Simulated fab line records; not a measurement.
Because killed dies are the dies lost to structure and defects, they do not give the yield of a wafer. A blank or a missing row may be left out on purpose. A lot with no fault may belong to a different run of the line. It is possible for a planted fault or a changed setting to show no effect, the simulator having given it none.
fab line records ; flow n5-finfet
record: lots: 7; wafers: 21
route steps=1938 shown BEOL_M10@1512 BEOL_M11@1565 BEOL_M13@1705 BEOL_M14@1716 BEOL_M15@1776 MIM_BOT_LITHO@1858 MIM_BOT_ETCH@1866 PASSIVATION@1916
start-h: the number of hours between the record's first day and the start of the first shown wafer of the lot ; wait-h: hours elapsed since this lot's preceding step ; " the same as in the row above ; L1.1+2: a single row standing in for several wafers ; - value missing, or start not given ; * or withheld: withheld ; < > ~ a bound
route shown NAME@n: a module of which the file shows steps, and the number in the route of the first ; usual: average and standard deviation across the fault-free wafers ; same: alike in all rows ; chamber/n: place in a boat ; sites: the reading at each site ; _std_site: standard deviation across them ; _edge_site: inner sites' mean taken away from outer sites' mean ; radius-mm: for every site, how far away it sits from the centre of the wafer ; mask NAME#n: copy n ; behind: the most recent tool/chamber to have shaped the wafer ; hold: why the lot went on hold/how many hours it stayed there/how the hold came to an end ; device: the transistor (n, p or np) that didn't switch ; end of line: tests of these same wafers at the route's end ; a step with no rows: only its recipe ; killed: the dies lost at the first sort to structure and to defects; this is not the yield of the wafer ; map: per-die view of a wafer (x killed, . not killed, _ where there is no die)
set.NAME: the setting that was run; set.NAME@STEP: the one run at that earlier step ; model.NAME: the simulator's own value behind a step, which no gauge read
one table per step and one row per wafer, for lots whose settings were changed on purpose
== steps ==
step: N5_BEOL_M10_TRENCH_ETCH_37
recipe: chemistry: C4F6/O2; target-depth-a: 1488.3; target: SiCOH_lowk; time-s: 48; ion-energy-ev: 250; pressure-mtorr: 30; source-w: 345; bias-w: 185; Ar_flow_sccm: 300; C4F6_flow_sccm: 10; O2_flow_sccm: 10
usual: rf-vpp-V: 672/11
lot.wafer;tool;chamber;start-h;wait-h;set.bias-w;rf-vpp-V
L077.2;rie-diel-05;0;-;-;185;680
L077.4;rie-diel-05;1;-;-;185;678
L077.6;rie-diel-05;0;-;-;185;681
L078.3;rie-diel-05;3;-;-;185;675
L078.5;rie-diel-05;1;-;-;185;678
L078.6;rie-diel-05;0;-;-;185;680
L083.3;rie-diel-05;2;-;-;185;662
L083.4;rie-diel-05;1;-;-;185;679
L083.5;rie-diel-05;3;-;-;185;674
L085.2;rie-diel-02;1;-;-;185;653
L085.3;rie-diel-02;3;-;-;185;660
L085.5;rie-diel-02;3;-;-;185;661
L086.3;rie-diel-02;1;-;-;161.2;585
L086.4;rie-diel-02;0;-;-;161.2;618
L086.6;rie-diel-02;2;-;-;185;673
L089.3;rie-diel-05;2;-;-;173.1;628
L089.5;rie-diel-05;3;-;-;185;676
L089.6;rie-diel-05;2;-;-;185;662
L097.1;rie-diel-05;3;-;-;163.3;613
L097.4;rie-diel-05;1;-;-;185;679
L097.5;rie-diel-05;1;-;-;185;679
step: N5_BEOL_M10_ETCH_41
recipe: chemistry: CH3F/O2; target: SiCN; target-depth-a: 426; taper-deg: 2; time-s: 86; ion-energy-ev: 120; mask-material: TiN; pressure-mtorr: 30; source-w: 395; bias-w: 75; Ar_flow_sccm: 150; CH3F_flow_sccm: 30; O2_flow_sccm: 20
step: N5_BEOL_M10_STRIP_77
recipe: chemistry: N2/H2; time-s: 10; power-w: 450; temp-c: 40; pressure-mtorr: 20; rf-frequency-hz: 6e+07; bias-power-w: 7; n2-flow-sccm: 200; h2-flow-sccm: 200
step: N5_BEOL_M10_HM_STRIP_39
recipe: chemistry: peroxide-tin-strip; material: TiN; target-depth-a: 250; temp-c: 50; time-s: 158
lot.wafer;tool;chamber;start-h;wait-h;set.temp-c@BEOL_M10_PECVD_70;model.SiO2_of_BEOL_M10_PECVD_70.thk-nm
L077.2+4;wet-bench-01;0,5;239.21;0.0;400;20
L077.6;wet-bench-01;7;239.21;0.0;400;19.8
L078.3;wet-bench-04;5;249.99;0.0;400;19.6
L078.5;wet-bench-04;0;249.99;0.0;412.3;18.4
L078.6;wet-bench-04;6;249.99;0.0;400;19.4
L083.3;wet-bench-01;2;292.79;0.0;406.4;18.4
L083.4;wet-bench-01;0;292.79;0.0;400;19.4
L083.5;wet-bench-01;1;292.79;0.0;406.4;18.8
L085.2+3;wet-bench-04;0,5;304.40;0.0;383.6;21.8
L085.5;wet-bench-04;4;304.40;0.0;400;19.8
L086.3+4;wet-bench-01;0,4;316.36;0.0;400;19.6
L086.6;wet-bench-01;7;316.36;0.0;400;19.8
L089.3;wet-bench-03;1;336.97;0.0;385.8;21.4
L089.5;wet-bench-03;0;336.97;0.0;385.8;21.6
L089.6;wet-bench-03;7;336.97;0.0;400;20.4
L097.1;wet-bench-04;0;379.04;0.0;400;19.8
L097.4;wet-bench-04;7;379.04;0.0;400;20
L097.5;wet-bench-04;6;379.04;0.0;400;20.2
step: N5_BEOL_M11_EXPOSE_25
recipe: mask-id: V10; na: 1.35; source-shape: annular; sigma-inner: 0.5; sigma-outer: 0.8; polarization: unpolarized; dose-mj: 85.5
lot.wafer;tool;chamber;start-h;wait-h;mask;set.dose-mj
L077.2+4+6;arfi-scanner-02;0;245.70;-;V10#0;85.5
L078.3;arfi-scanner-03;0;256.75;-;V10#0;79.25
L078.5+6;arfi-scanner-03;0;256.75;-;V10#0;85.5
L083.3+4;arfi-scanner-01;0;301.64;-;V10#0;85.5
L083.5;arfi-scanner-01;0;301.64;-;V10#0;79.18
L085.2;arfi-scanner-03;0;315.49;-;V10#0;83.2
L085.3+5;arfi-scanner-03;0;315.49;-;V10#0;85.5
L086.3+4+6;arfi-scanner-01;0;325.42;-;V10#0;89.97
L089.3+5+6;arfi-scanner-03;0;346.03;-;V10#0;85.5
L097.1+5;arfi-scanner-03;0;385.68;-;V10#0;85.5
L097.4;arfi-scanner-03;0;385.68;-;V10#0;82.98
step: N5_BEOL_M11_PEB_26
recipe: peb-temp-c: withheld; peb-time-s: 60; resist: CAR-ArF
step: N5_BEOL_M11_DEVELOP_27
recipe: develop-time-s: 30; developer: TMAH; resist: CAR-ArF; rinse-liquid: diw; dry: air-spin; dev-temp-c: 23
step: N5_BEOL_M11_CD_MEAS_28
recipe: target-cd-nm: 70; landing-energy-ev: 500; detector: se-inlens; polarity: opening
usual: cd-nm: 69.9/0.8
lot.wafer;tool;chamber;start-h;wait-h;set.dose-mj@BEOL_M11_EXPOSE_25;cd-nm
L077.2;cd-sem-01;0;245.82;-;85.5;71.4
L077.4;cd-sem-01;0;245.82;-;85.5;70.3
L077.6;cd-sem-01;0;245.82;-;85.5;71.3
L078.3;cd-sem-03;0;256.87;-;79.25;63.2
L078.5;cd-sem-03;0;256.87;-;85.5;70.4
L078.6;cd-sem-03;0;256.87;-;85.5;69.9
L083.3;cd-sem-02;0;301.76;-;85.5;69.3
L083.4;cd-sem-02;0;301.76;-;85.5;70.2
L083.5;cd-sem-02;0;301.76;-;79.18;63.1
L085.2;cd-sem-01;0;315.61;-;83.2;67.8
L085.3;cd-sem-01;0;315.61;-;85.5;68.6
L085.5;cd-sem-01;0;315.61;-;85.5;69.3
L086.3;cd-sem-03;0;325.54;-;89.97;73.5
L086.4;cd-sem-03;0;325.54;-;89.97;73.2
L086.6;cd-sem-03;0;325.54;-;89.97;72.9
L089.3;cd-sem-03;0;346.15;-;85.5;69.7
L089.5;cd-sem-03;0;346.15;-;85.5;69.4
L089.6;cd-sem-03;0;346.15;-;85.5;69.1
L097.1;cd-sem-03;0;385.81;-;85.5;71.2
L097.4;cd-sem-03;0;385.81;-;82.98;67.2
L097.5;cd-sem-03;0;385.81;-;85.5;70.2
step: N5_BEOL_M11_ETCH_66
recipe: chemistry: N2/H2; target: SOC; target-depth-a: 1200; overetch-a: 240; mask-material: SiARC; temp-c: 40; time-s: 180; ion-energy-ev: 200; pressure-mtorr: 30; source-w: 840; bias-w: 150; n2-flow-sccm: 200; h2-flow-sccm: 200
lot.wafer;tool;chamber;start-h;wait-h;set.time-s;model.SiARC_of_BEOL_M11_COAT_64.thk-nm
L077.2+6;rie-diel-03;0,2;246.01;0.0;180;23.2
L077.4;rie-diel-03;3;246.01;0.0;180;23
L078.3+5;rie-diel-03;0;257.04;0.0;213.6;22
L078.6;rie-diel-03;1;257.04;0.0;180;23
L083.3;rie-diel-03;3;301.99;0.0;180;22.8
L083.4;rie-diel-03;0;301.99;0.0;180;23.2
L083.5;rie-diel-03;2;301.99;0.0;180;23
L085.2;rie-diel-03;2;315.79;0.0;180;23.2
L085.3;rie-diel-03;0;315.79;0.0;150.7;24.4
L085.5;rie-diel-03;1;315.79;0.0;180;23
L086.3;rie-diel-04;1;325.78;0.0;180;22.8
L086.4;rie-diel-04;3;325.78;0.0;180;22.6
L086.6;rie-diel-04;2;325.78;0.0;141;24.4
L089.3+5;rie-diel-04;3;346.32;0.0;180;22.6
L089.6;rie-diel-04;2;346.32;0.0;180;22.8
L097.1;rie-diel-04;3;385.98;0.0;180;22.6
L097.4+5;rie-diel-04;0;385.98;0.0;214.4;21.4
step: N5_BEOL_M13_SPUTTER_43
recipe: material: TaN; target-thk-a: 150; temp-c: 50; bias-v: 168.6; power-w: 15000; chamber-pressure-pa: 0.12; time-s: 24.19
lot.wafer;tool;chamber;start-h;wait-h;set.time-s;model.TaN_of_BEOL_M13_SPUTTER_43.thk-nm
L077.2+4;pvd-sputter-02;-;260.75;0.0;24.19;15
L077.6;pvd-sputter-02;-;260.75;0.0;24.19;14.8
L078.3;pvd-sputter-02;-;274.66;0.0;26.51;16.4
L078.5;pvd-sputter-02;-;274.66;0.0;24.19;14.8
L078.6;pvd-sputter-02;-;274.66;0.0;24.19;15
L083.3+4;pvd-sputter-03;-;313.43;0.0;24.19;14.8
L083.5;pvd-sputter-03;-;313.43;0.0;23.01;13.8
L085.2+3+5;pvd-sputter-01;-;330.02;0.0;24.19;15
L086.3;pvd-sputter-03;-;340.39;0.0;24.19;15.2
L086.4;pvd-sputter-03;-;340.39;0.0;26.9;16.6
L086.6;pvd-sputter-03;-;340.39;0.0;26.9;16.8
L089.3+6;pvd-sputter-03;-;360.34;0.0;24.19;15
L089.5;pvd-sputter-03;-;360.34;0.0;25.78;16
L097.1;pvd-sputter-01;-;401.53;0.0;21.27;13.2
L097.4;pvd-sputter-01;-;401.53;0.0;24.19;14.8
L097.5;pvd-sputter-01;-;401.53;0.0;24.19;15
step: N5_BEOL_M14_ILD_DEP_00
recipe: material: SiO2; target-thk-a: 11193; temp-c: 400; precursor: TEOS/O2; pressure-torr: 6.5; rf-w: 900; teos-flow-sccm: 161.4; gas: O2; flow-sccm: 2650; time-s: 237.4
lot.wafer;tool;chamber;start-h;wait-h;set.time-s;model.SiO2_of_BEOL_M14_ILD_DEP_00.thk-nm
L077.2;pecvd-03;0;261.97;0.0;237.4;1096
L077.4+6;pecvd-03;1,0;261.97;0.0;237.4;1129
L078.3;pecvd-02;0;275.89;0.0;237.4;1112
L078.5;pecvd-02;0;275.89;0.0;210.7;997.6
L078.6;pecvd-02;2;275.89;0.0;237.4;1138
L083.3;pecvd-02;2;314.70;0.0;237.4;1113
L083.4;pecvd-02;0;314.70;0.0;218.4;1045
L083.5;pecvd-02;2;314.70;0.0;218.4;1048
L085.2;pecvd-03;2;333.63;0.0;237.4;1124
L085.3;pecvd-03;1;333.63;0.0;237.4;1130
L085.5;pecvd-03;0;333.63;0.0;237.4;1143
L086.3;pecvd-02;1;341.61;0.0;237.4;1099
L086.4;pecvd-02;2;341.61;0.0;223.8;1072
L086.6;pecvd-02;0;341.61;0.0;223.8;1065
L089.3;pecvd-03;0;361.58;0.0;224.2;1071
L089.5+6;pecvd-03;2,1;361.58;0.0;237.4;1143
L097.1;pecvd-02;1;402.76;0.0;237.4;1104
L097.4;pecvd-02;0;402.76;0.0;237.4;1123
L097.5;pecvd-02;1;402.76;0.0;263.7;1243
step: N5_BEOL_M14_THK_MEAS_01
recipe: reads: SiO2_of_BEOL_M14_ILD_DEP_00
usual: M14_ILD_THK: 1125/15
lot.wafer;tool;chamber;start-h;wait-h;set.time-s@BEOL_M14_ILD_DEP_00;M14_ILD_THK[nm]
L077.2;film-metro-01;-;262.16;0.1;237.4;1097
L077.4;film-metro-01;-;262.16;0.1;237.4;1129
L077.6;film-metro-01;-;262.16;0.1;237.4;1129
L078.3;film-metro-01;-;276.08;0.1;237.4;1113
L078.5;film-metro-01;-;276.08;0.1;210.7;997
L078.6;film-metro-01;-;276.08;0.1;237.4;1138
L083.3;film-metro-01;-;314.89;0.1;237.4;1112
L083.4;film-metro-01;-;314.89;0.1;218.4;1045
L083.5;film-metro-01;-;314.89;0.1;218.4;1048
L085.2;film-metro-02;-;333.82;0.1;237.4;1124
L085.3;film-metro-02;-;333.82;0.1;237.4;1130
L085.5;film-metro-02;-;333.82;0.1;237.4;1143
L086.3;film-metro-01;-;341.80;0.1;237.4;1099
L086.4;film-metro-01;-;341.80;0.1;223.8;1072
L086.6;film-metro-01;-;341.80;0.1;223.8;1065
L089.3;film-metro-02;-;361.77;0.1;224.2;1069
L089.5;film-metro-02;-;361.77;0.1;237.4;1143
L089.6;film-metro-02;-;361.77;0.1;237.4;1142
L097.1;film-metro-02;-;402.94;0.1;237.4;1105
L097.4;film-metro-02;-;402.94;0.1;237.4;1123
L097.5;film-metro-02;-;402.94;0.1;263.7;1243
step: N5_BEOL_M14_COAT_58
recipe: resist: BARC; temp-c: 205; time-s: 60; spin-rpm: 1500; resist-thk-nm: 89
step: N5_BEOL_M14_COAT_04
recipe: spin-rpm: 1704; resist-thk-nm: 800
step: N5_BEOL_M14_DESCUM_15
recipe: chemistry: O2; time-s: 7.9; source-power-w: 50; bias-power-w: 20; pressure-mtorr: 20; rf-frequency-hz: 2.712e+07; temp-c: 40; o2-flow-sccm: 225
step: N5_BEOL_M14_ETCH_59
recipe: chemistry: N2/H2; target: BARC; target-depth-a: 890; overetch-a: 267; time-s: 67.9; ion-energy-ev: 200; pressure-mtorr: 30; source-w: 840; bias-w: 150; n2-flow-sccm: 200; h2-flow-sccm: 200
step: N5_BEOL_M14_VIA_ETCH_16
recipe: chemistry: C4F8/O2/Ar; target: SiO2; he-inner-torr: 15; he-outer-torr: 30; target-depth-a: 12313; time-s: withheld; ion-energy-ev: 800; pressure-mtorr: 20; source-w: 1905; bias-w: 2040; Ar_flow_sccm: 400; C4F8_flow_sccm: 16; O2_flow_sccm: 12; ends: cleared
lot.wafer;tool;chamber;start-h;wait-h;set.time-s@BEOL_M14_ILD_DEP_00;model.etch.depth-nm;model.coat_of_BEOL_M14_COAT_04.thk-nm
L077.2;rie-diel-05;3;262.64;0.0;*;1096;461.8
L077.4;rie-diel-05;0;262.64;0.0;*;1129;453.4
L077.6;rie-diel-05;2;262.64;0.0;*;1129;450
L078.3;rie-diel-06;1;276.56;0.0;*;1112;452.2
L078.5;rie-diel-06;2;276.56;0.0;*;997.6;486.8
L078.6;rie-diel-06;1;276.56;0.0;*;1138;443.6
L083.3;rie-diel-06;3;315.50;0.0;*;1113;452.6
L083.4;rie-diel-06;0;315.50;0.0;*;1045;474.6
L083.5;rie-diel-06;1;315.50;0.0;*;1048;466.4
L085.2;rie-diel-02;3;334.44;0.0;*;1124;442.2
L085.3;rie-diel-02;2;334.44;0.0;*;1130;453.2
L085.5;rie-diel-02;0;334.44;0.0;*;1143;449.4
L086.3;rie-diel-05;2;342.41;0.0;*;1099;457.2
L086.4;rie-diel-05;1;342.41;0.0;*;1072;467.8
L086.6;rie-diel-05;2;342.41;0.0;*;1065;463.4
L089.3;rie-diel-02;3;362.39;0.0;*;1071;455
L089.5;rie-diel-02;1;362.39;0.0;*;1143;455.2
L089.6;rie-diel-02;2;362.39;0.0;*;1143;449.8
L097.1;rie-diel-02;2;403.55;0.0;*;1104;451
L097.4;rie-diel-02;2;403.55;0.0;*;1123;447
L097.5;rie-diel-02;1;403.55;0.0;*;1243;427
step: N5_BEOL_M15_COAT_04
recipe: spin-rpm: 1704; resist-thk-nm: 800
lot.wafer;tool;chamber;start-h;wait-h;set.spin-rpm;model.coat_of_BEOL_M15_COAT_04.thk-nm
L077.2+6;litho-track-03;0;-;-;1704;803
L077.4;litho-track-03;0;-;-;1704;803.8
L078.3;litho-track-05;0;-;-;1874;760.6
L078.5;litho-track-05;0;-;-;1704;798.2
L078.6;litho-track-05;0;-;-;1704;796.8
L083.3;litho-track-05;0;-;-;1776;785.6
L083.4;litho-track-05;0;-;-;1776;785
L083.5;litho-track-05;0;-;-;1776;784.8
L085.2;litho-track-05;0;-;-;1704;796
L085.3;litho-track-05;0;-;-;1582;826.4
L085.5;litho-track-05;0;-;-;1704;798.8
L086.3;litho-track-04;0;-;-;1704;799.6
L086.4;litho-track-04;0;-;-;1632;815.4
L086.6;litho-track-04;0;-;-;1704;798
L089.3;litho-track-03;0;-;-;1704;800.6
L089.5;litho-track-03;0;-;-;1704;798
L089.6;litho-track-03;0;-;-;1704;799.8
L097.1;litho-track-04;0;-;-;1704;802
L097.4;litho-track-04;0;-;-;1704;802.4
L097.5;litho-track-04;0;-;-;1704;801.2
step: N5_BEOL_M15_ETCH_59
recipe: chemistry: N2/H2; target: BARC; target-depth-a: 890; overetch-a: 267; time-s: 67.9; ion-energy-ev: 200; pressure-mtorr: 30; source-w: 840; bias-w: 150; n2-flow-sccm: 200; h2-flow-sccm: 200
lot.wafer;tool;chamber;start-h;wait-h;set.time-s;set.spin-rpm@BEOL_M15_COAT_04;model.coat_of_BEOL_M15_COAT_04.thk-nm
L077.2;rie-diel-01;0;268.26;0.0;67.9;1704;719.4
L077.4;rie-diel-01;2;268.26;0.0;67.9;1704;723.8
L077.6;rie-diel-01;3;268.26;0.0;67.9;1704;722.2
L078.3;rie-diel-01;2;281.49;0.0;56.46;1874;690.8
L078.5;rie-diel-01;3;281.49;0.0;56.46;1704;727.8
L078.6;rie-diel-01;2;281.49;0.0;67.9;1704;717
L083.3;rie-diel-01;1;321.47;0.0;67.9;1776;706.8
L083.4;rie-diel-01;3;321.47;0.0;62.54;1776;708.8
L083.5;rie-diel-01;0;321.47;0.0;62.54;1776;706
L085.2;rie-diel-01;2;339.75;0.0;67.9;1704;716.6
L085.3;rie-diel-01;1;339.75;0.0;75.88;1582;740.2
L085.5;rie-diel-01;1;339.75;0.0;67.9;1704;719.4
L086.3;rie-diel-01;2;350.07;0.0;55.76;1704;731
L086.4;rie-diel-01;0;350.07;0.0;55.76;1632;743.4
L086.6;rie-diel-01;1;350.07;0.0;67.9;1704;718.6
L089.3;rie-diel-04;2;368.65;0.0;67.9;1704;720.6
L089.5;rie-diel-04;1;368.65;0.0;60.49;1704;722.4
L089.6;rie-diel-04;2;368.65;0.0;67.9;1704;720
L097.1;rie-diel-03;0;411.31;0.0;63.23;1704;728.2
L097.4;rie-diel-03;0;411.31;0.0;67.9;1704;724.8
L097.5;rie-diel-03;0;411.31;0.0;67.9;1704;724
step: N5_MIM_BOT_LITHO_EXPOSE_05
recipe: mask-id: MIM_BOT; na: 0.55; source-shape: conventional; sigma-outer: 0.8; polarization: unpolarized; dose-mj: 24.25
lot.wafer;tool;chamber;start-h;wait-h;mask;set.dose-mj
L077.2+4+6;krf-scanner-02;0;276.52;-;MIM_BOT#0;24.25
L078.3+6;krf-scanner-02;0;289.48;-;MIM_BOT#0;24.25
L078.5;krf-scanner-02;0;289.48;-;MIM_BOT#0;23.32
L083.3+5;krf-scanner-01;0;332.73;-;MIM_BOT#0;25.49
L083.4;krf-scanner-01;0;332.73;-;MIM_BOT#0;24.25
L085.2;krf-scanner-02;0;349.79;-;MIM_BOT#0;25.97
L085.3+5;krf-scanner-02;0;349.79;-;MIM_BOT#0;24.25
L086.3+6;krf-scanner-02;0;360.56;-;MIM_BOT#0;24.25
L086.4;krf-scanner-02;0;360.56;-;MIM_BOT#0;25.68
L089.3+5+6;krf-scanner-02;0;379.90;-;MIM_BOT#0;24.25
L097.1+4+5;krf-scanner-01;0;422.39;-;MIM_BOT#0;24.25
step: N5_MIM_BOT_LITHO_PEB_06
recipe: peb-temp-c: withheld; peb-time-s: *
step: N5_MIM_BOT_LITHO_DEVELOP_07
recipe: develop-time-s: 60; rinse-liquid: diw; dry: air-spin; dev-temp-c: 21
step: N5_MIM_BOT_LITHO_HARDBAKE_09
recipe: temp-c: 130; time-s: 120
step: N5_MIM_BOT_LITHO_CD_MEAS_08
recipe: target-cd-nm: 3000; landing-energy-ev: 500; detector: se-inlens; polarity: opening
usual: cd-nm: 3001.1/1.9
lot.wafer;tool;chamber;start-h;wait-h;set.dose-mj@MIM_BOT_LITHO_EXPOSE_05;cd-nm
L077.2;cd-sem-02;0;276.69;-;24.25;2997.8
L077.4;cd-sem-02;0;276.69;-;24.25;2999.6
L077.6;cd-sem-02;0;276.69;-;24.25;2999.6
L078.3;cd-sem-03;0;289.64;-;24.25;3001.0
L078.5;cd-sem-03;0;289.64;-;23.32;2992.4
L078.6;cd-sem-03;0;289.64;-;24.25;3001.8
L083.3;cd-sem-01;0;332.90;-;25.49;3008.2
L083.4;cd-sem-01;0;332.90;-;24.25;3002.0
L083.5;cd-sem-01;0;332.90;-;25.49;3011.9
L085.2;cd-sem-02;0;349.96;-;25.97;3016.0
L085.3;cd-sem-02;0;349.96;-;24.25;2999.0
L085.5;cd-sem-02;0;349.96;-;24.25;3001.6
L086.3;cd-sem-01;0;360.73;-;24.25;3002.3
L086.4;cd-sem-01;0;360.73;-;25.68;3010.3
L086.6;cd-sem-01;0;360.73;-;24.25;3000.7
L089.3;cd-sem-01;0;380.07;-;24.25;3000.9
L089.5;cd-sem-01;0;380.07;-;24.25;2999.9
L089.6;cd-sem-01;0;380.07;-;24.25;3001.0
L097.1;cd-sem-03;0;422.57;-;24.25;2999.0
L097.4;cd-sem-03;0;422.57;-;24.25;2997.8
L097.5;cd-sem-03;0;422.57;-;24.25;2998.2
step: N5_MIM_BOT_ETCH_ETCH_04
recipe: chemistry: CF4/O2; target: SiNx; target-depth-a: 260; time-s: 13; ion-energy-ev: 100; pressure-mtorr: 40; source-w: 535; bias-w: 49; Ar_flow_sccm: 100; cf4-flow-sccm: 100; O2_flow_sccm: 10
lot.wafer;tool;chamber;start-h;wait-h;set.time-s;model.etch.depth-nm
L077.2;rie-diel-02;0;276.85;0.0;13;26.06
L077.4;rie-diel-02;2;276.85;0.0;13;24.95
L077.6;rie-diel-02;3;276.85;0.0;13;26.22
L078.3;rie-diel-02;1;289.79;0.0;11.23;22.4
L078.5;rie-diel-02;1;289.79;0.0;11.23;22.35
L078.6;rie-diel-02;0;289.79;0.0;13;26.09
L083.3;rie-diel-06;3;333.05;0.0;13;25.13
L083.4;rie-diel-06;0;333.05;0.0;13;26.16
L083.5;rie-diel-06;1;333.05;0.0;14.44;28.23
L085.2;rie-diel-02;0;350.11;0.0;13;25.5
L085.3;rie-diel-02;2;350.11;0.0;13;24.57
L085.5;rie-diel-02;2;350.11;0.0;13;24.64
L086.3;rie-diel-06;2;360.88;0.0;13;25.18
L086.4;rie-diel-06;3;360.88;0.0;11.46;22.49
L086.6;rie-diel-06;2;360.88;0.0;11.46;22.18
L089.3;rie-diel-06;1;380.22;0.0;13;26.51
L089.5;rie-diel-06;0;380.22;0.0;13;25.98
L089.6;rie-diel-06;1;380.22;0.0;14.38;29.4
L097.1;rie-diel-02;1;423.11;0.0;13;25.87
L097.4;rie-diel-02;0;423.11;0.0;13;25.97
L097.5;rie-diel-02;0;423.11;0.0;13;25.88
step: N5_PASSIVATION_PECVD_35
recipe: material: SiNx; target-thk-a: 7000; temp-c: 400; precursor: SiH4/NH3/N2; pressure-torr: 4.9; rf-w: 1406; time-s: 151.3
lot.wafer;tool;chamber;start-h;wait-h;set.time-s;model.SiNx_of_PASSIVATION_PECVD_35.thk-nm
L077.2;pecvd-04;1;281.34;0.1;151.3;692.2
L077.4;pecvd-04;0;281.34;0.1;151.3;708.8
L077.6;pecvd-04;1;281.34;0.1;151.3;699.4
L078.3;pecvd-04;1;297.29;0.1;138.2;629.2
L078.5;pecvd-04;0;297.29;0.1;151.3;692.8
L078.6;pecvd-04;2;297.29;0.1;138.2;634.4
L083.3;pecvd-03;0;338.94;0.1;151.3;697.2
L083.4;pecvd-03;2;338.94;0.1;151.3;721
L083.5;pecvd-03;0;338.94;0.1;169.2;800
L085.2;pecvd-02;2;355.57;0.1;151.3;686
L085.3;pecvd-02;1;355.57;0.1;151.3;699.8
L085.5;pecvd-02;1;355.57;0.1;171.6;801.6
L086.3;pecvd-03;0;368.00;0.1;131;609.4
L086.4;pecvd-03;1;368.00;0.1;131;605.6
L086.6;pecvd-03;0;368.00;0.1;151.3;705.4
L089.3;pecvd-04;0;385.07;0.1;151.3;699.8
L089.5;pecvd-04;1;385.07;0.1;140.2;653.4
L089.6;pecvd-04;0;385.07;0.1;151.3;704.4
L097.1;pecvd-02;2;430.88;0.1;151.3;683.8
L097.4;pecvd-02;2;430.88;0.1;151.3;695
L097.5;pecvd-02;0;430.88;0.1;151.3;692.2
== key ==
split: step: N5_BEOL_M10_TRENCH_ETCH_37; setting: bias-w; stated: 185; by: wafer
response: step: N5_BEOL_M10_TRENCH_ETCH_37; reading: rf-vpp-V; change: +5.69; per: 1%; r: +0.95
split: step: N5_BEOL_M11_EXPOSE_25; setting: dose-mj; stated: 85.5; by: wafer
response: step: N5_BEOL_M11_CD_MEAS_28; reading: cd-nm; change: +0.91; per: 1%; r: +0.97
split: step: N5_BEOL_M11_ETCH_66; setting: time-s; stated: 180; by: wafer
response: step: N5_BEOL_M11_ETCH_66; reading: model.SiARC_of_BEOL_M11_COAT_64.thk-nm; change: -0.0688; per: 1%; r: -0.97
split: step: N5_BEOL_M13_SPUTTER_43; setting: time-s; stated: 24.19; by: wafer
response: step: N5_BEOL_M13_SPUTTER_43; reading: model.TaN_of_BEOL_M13_SPUTTER_43.thk-nm; change: +0.147; per: 1%; r: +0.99
split: step: N5_BEOL_M14_ILD_DEP_00; setting: time-s; stated: 237.4; by: wafer
response: step: N5_BEOL_M14_ILD_DEP_00; reading: model.SiO2_of_BEOL_M14_ILD_DEP_00.thk-nm; change: +10.6; per: 1%; r: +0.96
response: step: N5_BEOL_M14_THK_MEAS_01; reading: M14_ILD_THK; change: +10.6; per: 1%; r: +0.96
response: step: N5_BEOL_M14_VIA_ETCH_16; reading: model.etch.depth-nm; change: +10.6; per: 1%; r: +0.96
response: step: N5_BEOL_M14_VIA_ETCH_16; reading: model.coat_of_BEOL_M14_COAT_04.thk-nm; change: -2.35; per: 1%; r: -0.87
split: step: N5_BEOL_M15_COAT_04; setting: spin-rpm; stated: 1704; by: wafer
response: step: N5_BEOL_M15_COAT_04; reading: model.coat_of_BEOL_M15_COAT_04.thk-nm; change: -3.83; per: 1%; r: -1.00
response: step: N5_BEOL_M15_ETCH_59; reading: model.coat_of_BEOL_M15_COAT_04.thk-nm; change: -3.28; per: 1%; r: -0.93
split: step: N5_BEOL_M15_ETCH_59; setting: time-s; stated: 67.9; by: wafer
response: step: N5_BEOL_M15_ETCH_59; reading: model.coat_of_BEOL_M15_COAT_04.thk-nm; slope: -0.487; per: 1%; together-with: spin-rpm@BEOL_M15_COAT_04; explained: 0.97
split: step: N5_MIM_BOT_LITHO_EXPOSE_05; setting: dose-mj; stated: 24.25; by: wafer
response: step: N5_MIM_BOT_LITHO_CD_MEAS_08; reading: cd-nm; change: +1.89; per: 1%; r: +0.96
split: step: N5_MIM_BOT_ETCH_ETCH_04; setting: time-s; stated: 13; by: wafer
response: step: N5_MIM_BOT_ETCH_ETCH_04; reading: model.etch.depth-nm; change: +0.261; per: 1%; r: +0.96
split: step: N5_PASSIVATION_PECVD_35; setting: time-s; stated: 151.3; by: wafer
response: step: N5_PASSIVATION_PECVD_35; reading: model.SiNx_of_PASSIVATION_PECVD_35.thk-nm; change: +7.53; per: 1%; r: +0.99
split outside-this-file step=N5_BEOL_M10_PECVD_70 setting=temp-c
split outside-this-file: this setting was split too, and the file shows its column; the key of that split is in another file
